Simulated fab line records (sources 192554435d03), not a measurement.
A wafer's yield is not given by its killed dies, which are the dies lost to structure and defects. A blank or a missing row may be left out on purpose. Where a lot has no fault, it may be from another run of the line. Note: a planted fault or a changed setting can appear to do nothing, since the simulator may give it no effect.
A struck lot beside a sound one    flow n5-finfet    20 steps out of a route of 1938
Sound: the wafers L160.2, L160.4, L160.6. Struck: wafers L173.1, L173.3, L173.5. The cause comes at the end.
Per side, at each step with rows, come the tool, then ch with its chambers, and then its first start. Under that, the readings that differ: sound wafers    struck wafers    difference of the means    sigmas: that difference in standard deviations of wafers without a fault.
alike: words and numbers the same on both sides, and readings whose means are apart by under 2 such deviations; not compared: readings that were withheld, readings missing a value for some wafer, numbers with overlapping values and no deviation given by the record, and bounds like >300 which may hide the same value.
Wherever a step has rows on one side only, a row that says differs or no value, or a row with sigmas, the two part there. Non-overlapping numbers with no deviation appear without sigmas and do not part them. A reading that every wafer of one side lacks parts them only if that side has two wafers or more.

first, 4 steps without rows for these wafers: N5_WELL_APT_EXPOSE_22 (exposes mask PWELL, defocus 0 nm, target cd 200 nm); N5_WELL_APT_PEB_23 (peb time 90 s); N5_WELL_APT_DEVELOP_24 (develop time 45 s); N5_WELL_APT_HARDBAKE_29 (time 120 s).
N5_WELL_APT_CD_MEAS_25: target cd 200 nm.
  sound on cd-sem-01 ch 0, day 1 15:21; struck on cd-sem-02 ch 0, day 4 21:14
reading     sound              struck             difference  sigmas
cd-nm (nm)  197.4 194.7 196.4  203.1 202.1 197.8  +4.8        +2
N5_WELL_APT_OVL_MEAS_26:
  sound on overlay-02 ch 0, day 1 15:23; struck on overlay-02 ch 0, day 4 21:16
  alike: PWELL_OVL
N5_WELL_APT_INSPECT_27: inspects for defects (macro).
  struck on defect-inspect-01, day 4 21:18; sound on defect-inspect-01, day 1 15:24
  alike: raw-defect-count
N5_WELL_APT_DESCUM_30: chemistry O2, time 7.9 s.
  sound on rie-diel-01 ch 1,2, day 1 15:30; struck on rie-diel-01 ch 0,1, day 4 21:20
  alike: drypump-motor-current-A, oes-product-au, rf-vpp-V, showerhead-plenum-p-Torr, throttle-valve-pct
  not compared: rf-hours-counter-h
then, 3 steps without rows for these wafers: N5_WELL_APT_IMPLANT_31; N5_WELL_APT_IMPLANT_32; N5_WELL_APT_STRIP_33 (strips in SPM, time 900 s).
N5_WELL_APT_RTA_34: time 10 s.
  sound on rtp-anneal-01 ch 0, day 1 16:24; struck on rtp-anneal-02 ch 0, day 4 22:07
  alike: lamp-power-pct, lamp_zone_2_pct, wafer_temp_C_max
N5_WELL_APT_OXIDE_STRIP_42: strips SiO2 in dHF, time 45 s, target depth 12 nm.
  sound on wet-bench-01 ch 1,5,6, day 1 16:32; struck on wet-bench-05 ch 0,1,7, day 4 22:16
  no value came back on the struck wafers for bath-heat-duty-pct (%), run-length-s (s); on the sound wafers bath-heat-duty-pct (%) reads 6.4 7.1 5.9
reading                                        sound  struck          difference  sigmas
model.SiO2_of_ZERO_LAYER_PECVD_02.thk-nm (nm)  0 0 0  10 9.946 10.19  +10         
then, 3 steps without rows for these wafers: N5_WELL_APT_PRECLEAN_36 (cleans in O3/DIW, time 45 s); N5_WELL_APT_PRECLEAN_39 (cleans in dHF, time 60 s); N5_WELL_APT_SRD_37 (time 30 s).
N5_WELL_APT_EPI_41: deposits Si from SiH4/H2, target thk 50 nm, time 297.7 s.
  sound on epi-rpcvd-01 ch 0, day 1 16:44; struck on epi-rpcvd-01 ch 0, day 4 22:22
  alike: susceptor-temp-C, throttle-valve-pct
N5_WELL_APT_INSPECT_38: inspects for defects (darkfield).
  struck on defect-inspect-01, day 4 22:59; sound on defect-inspect-02, day 1 17:16
reading           sound     struck    difference  sigmas
raw-defect-count  10 15 22  28 47 48  +25         +5
N5_BEOL_M4_RC_MEAS_101:
  the record has rows for the sound wafers here (prober-01 ch 0, day 8 15:38) and none for the struck ones
-- the record jumps here: 11 days lie between the struck wafers' starts before and after (it left off in module BEOL_M4 and takes up again in module PASSIVATION, whose first step shown is number 1936 of the route) --
N5_PASSIVATION_PROBE_49:
  struck on prober-01, day 16 07:53; sound on prober-01, day 13 06:28
reading                   sound           struck          difference  sigmas
defect-limited-yield (%)  88.5 89.7 89.6  0 0 0           -89         -53
killed-at-contacts        16 34 17        7 4 8           -16         -3
killed-at-front-end       55 29 49        1138 1122 1120  +1082       +77
killed-at-other           5 10 8          1 5 0           -6          -2
killed-dies               136 122 123     1180 1180 1180  +1053       +50
killed-on-rim             24 15 14        152 152 152     +134        +30
killed-open               93 87 99        56 61 65        -32         -2
sort_bin_5_function (%)   7.2 6.3 5.8     97.1 97.0 95.9  +90.2       +75
sort-n-pass               1043 1058 1057  0 0 0           -1053       -50
sort-yield-pct (%)        88.4 89.7 89.6  0 0 0           -89         -50
  alike: killed_at_M0_to_M3, killed_at_M4_up, killed-short, sort_bin_6_memory, sort_bin_8_speed

== WHERE THEY PART ==
Earliest at N5_WELL_APT_CD_MEAS_25; latest, in this record, at N5_PASSIVATION_PROBE_49.

WHY: what the simulator had put in
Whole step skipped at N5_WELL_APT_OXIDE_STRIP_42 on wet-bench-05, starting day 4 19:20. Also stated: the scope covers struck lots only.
